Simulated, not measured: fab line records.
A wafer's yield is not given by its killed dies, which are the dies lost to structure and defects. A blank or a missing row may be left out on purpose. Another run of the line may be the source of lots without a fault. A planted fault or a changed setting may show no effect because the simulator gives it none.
Which of the tools did it? ; flow n5Finfet ; 72 wafers from 24 lots sampled at 3 of the route's 1938 steps

## WHAT THE GAUGES READ, wafer by wafer
N5_STI_FIN_REVEAL_CD_MEAS_22: target cd 6.238 nm, pitch 28 nm. Usual: cdNm at 6.22 nm, with a standard deviation of 0.25.
lot;measured;on;cdNm (nm);flag
L074;day 2 12:26;cdSem-02;6.30 6.13 6.24;
L075;day 2 20:26;cdSem-03;6.10 6.08 6.63;
L076;day 3 11:06;cdSem-02;5.84 6.25 5.95;
L077;day 3 13:34;cdSem-02;6.42 6.23 6.41;
L078;day 3 19:32;cdSem-01;6.05 6.25 6.70;
L079;day 3 20:37;cdSem-03;6.11 6.13 6.18;
L080;day 4 00:43;cdSem-02;6.40 6.71 6.57;
L081;day 4 07:04;cdSem-02;5.91 6.73 6.08;
L082;day 4 13:20;cdSem-01;5.94 5.87 6.12;
L083;day 4 21:49;cdSem-01;6.17 6.20 6.34;
L084;day 5 00:49;cdSem-02;5.72 5.89 6.85;
L085;day 5 10:18;cdSem-02;6.07 6.19 6.04;
L086;day 5 18:25;cdSem-02;6.13 6.19 6.05;
L087;day 6 00:56;cdSem-01;6.46 6.55 6.55;
L088;day 6 03:13;cdSem-03;6.31 6.52 6.38;
L089;day 6 07:52;cdSem-02;6.54 6.27 6.47;
L090;day 6 14:23;cdSem-01;6.38 6.24 6.43;
L091;day 6 20:02;cdSem-03;6.19 5.85 6.46;
L092;day 7 02:28;cdSem-02;6.21 5.79 6.24;
L093;day 7 08:38;cdSem-02;6.12 5.96 6.05;
L094;day 7 12:15;cdSem-02;6.11 6.43 6.42;
L095;day 7 19:29;cdSem-03;6.35 6.43 6.25;
L096;day 8 03:20;cdSem-01;6.62 6.34 6.49;
L097;day 8 07:05;cdSem-02;6.36 5.88 6.11;

## TOOL THAT RAN EACH LOT (tool first, then ch and the chambers of the sampled wafers, then the start)
lot;N5_STI_FIN_REVEAL_RECESS_09;N5_STI_FIN_REVEAL_OXIDATION_31
L074;vaporEtch-02 ch 0,1, day 2 10:18;plasmaAsher-01 ch 0,1, day 2 11:56
L075;vaporEtch-02 ch 0,1, day 2 17:45;plasmaAsher-02 ch 0,1, day 2 19:56
L076;vaporEtch-02 ch 0,1, day 3 08:25;plasmaAsher-02 ch 0,1, day 3 10:34
L077;vaporEtch-02 ch 0,1, day 3 11:25;plasmaAsher-02 ch 0,1, day 3 13:03
L078;vaporEtch-01 ch 0,1, day 3 16:52;plasmaAsher-02 ch 0,1, day 3 19:01
L079;vaporEtch-02 ch 0,1, day 3 18:28;plasmaAsher-02 ch 0,1, day 3 20:07
L080;vaporEtch-02 ch 0,1, day 3 22:33;plasmaAsher-02 ch 0,1, day 4 00:13
L081;vaporEtch-02 ch 0,1, day 4 04:24;plasmaAsher-02 ch 0,1, day 4 06:34
L082;vaporEtch-02 ch 0,1, day 4 10:40;plasmaAsher-02 ch 0,1, day 4 12:49
L083;vaporEtch-02 ch 0,1, day 4 19:09;plasmaAsher-02 ch 0,1, day 4 21:18
L084;vaporEtch-01 ch 0,1, day 4 22:07;plasmaAsher-02 ch 0,1, day 5 00:17
L085;vaporEtch-01 ch 0,1, day 5 07:38;plasmaAsher-01 ch 0,1, day 5 09:47
L086;vaporEtch-01 ch 0,1, day 5 15:41;plasmaAsher-01 ch 0,1, day 5 17:54
L087;vaporEtch-01 ch 0,1, day 5 22:16;plasmaAsher-02 ch 0,1, day 6 00:25
L088;vaporEtch-01 ch 0,1, day 6 00:33;plasmaAsher-02 ch 0,1, day 6 02:43
L089;vaporEtch-01 ch 0,1, day 6 05:11;plasmaAsher-02 ch 1, day 6 07:20
L090;vaporEtch-01 ch 0,1, day 6 11:43;plasmaAsher-02 ch 0,1, day 6 13:52
L091;vaporEtch-01 ch 0,1, day 6 17:22;plasmaAsher-01 ch 0,1, day 6 19:31
L092;vaporEtch-01 ch 0,1, day 6 23:47;plasmaAsher-02 ch 0,1, day 7 01:56
L093;vaporEtch-02 ch 0,1, day 7 05:57;plasmaAsher-01 ch 0,1, day 7 08:07
L094;vaporEtch-02 ch 0,1, day 7 09:35;plasmaAsher-02 ch 0,1, day 7 11:44
L095;vaporEtch-01 ch 0,1, day 7 16:48;plasmaAsher-01 ch 0,1, day 7 18:58
L096;vaporEtch-02 ch 0,1, day 8 00:40;plasmaAsher-01 ch 0, day 8 02:49
L097;vaporEtch-01 ch 0,1, day 8 04:25;plasmaAsher-02 ch 1, day 8 06:34
- N5_STI_FIN_REVEAL_RECESS_09: chemistry HF/NH3, target SiO2, afs cycles 11, target depth 42.5 nm, sublimation time 60 s.
- N5_STI_FIN_REVEAL_OXIDATION_31: chemistry O2 PLASMA REMOTE, time 20 s.

## WHAT THE TOOLS THEMSELVES READ (means of the sampled wafers that have a number; where no wafer has one, the mark that the record gives instead)
N5_STI_FIN_REVEAL_RECESS_09. Usual: drypumpMotorCurrentA 5.7 A, standard deviation 0.51; sublimationTempC 180.00 C, standard deviation 0.17.
lot;tool;drypumpMotorCurrentA (A);sublimationTempC (C);flag
L074;vaporEtch-02;6.1;180.18;
L075;vaporEtch-02;6.1;179.90;
L076;vaporEtch-02;6.1;180.25;
L077;vaporEtch-02;6.1;179.79;
L078;vaporEtch-01;5.1;179.96;
L079;vaporEtch-02;6.2;180.00;
L080;vaporEtch-02;6.2;180.13;
L081;vaporEtch-02;6.1;180.14;
L082;vaporEtch-02;6.1;179.82;
L083;vaporEtch-02;6.2;179.90;
L084;vaporEtch-01;5.3;179.99;
L085;vaporEtch-01;5.1;179.96;
L086;vaporEtch-01;5.1;179.95;
L087;vaporEtch-01;5.1;179.97;
L088;vaporEtch-01;5.1;180.03;
L089;vaporEtch-01;5.3;179.93;
L090;vaporEtch-01;5.1;179.99;
L091;vaporEtch-01;5.1;179.94;
L092;vaporEtch-01;5.3;179.84;
L093;vaporEtch-02;6.2;180.30;
L094;vaporEtch-02;6.2;180.22;
L095;vaporEtch-01;5.3;180.06;
L096;vaporEtch-02;6.1;180.00;
L097;vaporEtch-01;5.3;180.15;

N5_STI_FIN_REVEAL_OXIDATION_31. Usual: drypumpMotorCurrentA 5.74 A, standard deviation 0.28; heaterPowerW 143 W, standard deviation 6.3.
lot;tool;drypumpMotorCurrentA (A);heaterPowerW (W);flag
L074;plasmaAsher-01;5.96;146;
L075;plasmaAsher-02;5.76;143;
L076;plasmaAsher-02;5.57;139;
L077;plasmaAsher-02;5.77;144;
L078;plasmaAsher-02;5.56;140;
L079;plasmaAsher-02;5.79;144;
L080;plasmaAsher-02;5.76;144;
L081;plasmaAsher-02;5.57;139;
L082;plasmaAsher-02;5.75;145;
L083;plasmaAsher-02;5.78;144;
L084;plasmaAsher-02;5.77;143;
L085;plasmaAsher-01;5.94;144;
L086;plasmaAsher-01;5.94;145;
L087;plasmaAsher-02;5.57;140;
L088;plasmaAsher-02;5.77;145;
L089;plasmaAsher-02;5.98;150;
L090;plasmaAsher-02;5.56;142;
L091;plasmaAsher-01;5.87;147;
L092;plasmaAsher-02;5.56;141;
L093;plasmaAsher-01;5.89;148;
L094;plasmaAsher-02;5.58;143;
L095;plasmaAsher-01;5.88;144;
L096;plasmaAsher-01;6.01;142;
L097;plasmaAsher-02;5.98;149;

## THE ANSWER, worked out from the rows above alone
Rule: lot off if the mean of its wafers having a number is beyond 3 standard deviations from the usual mean. Also off: a lot with no number at a reading for which 4 or more lots have one. Where the step has rows for the other lots, those lots are counted as sound. The gauges are gone through in route order, then the tools' own readings, and for those a lot's mean is taken as printed above. The first step at which some lot is off is used, and at that step the reading that is off furthest; a lot without a number counts as furthest.
No lot is off at any reading shown: from this, nothing can be told.

## WHAT WAS PUT IN BY THE SIMULATOR
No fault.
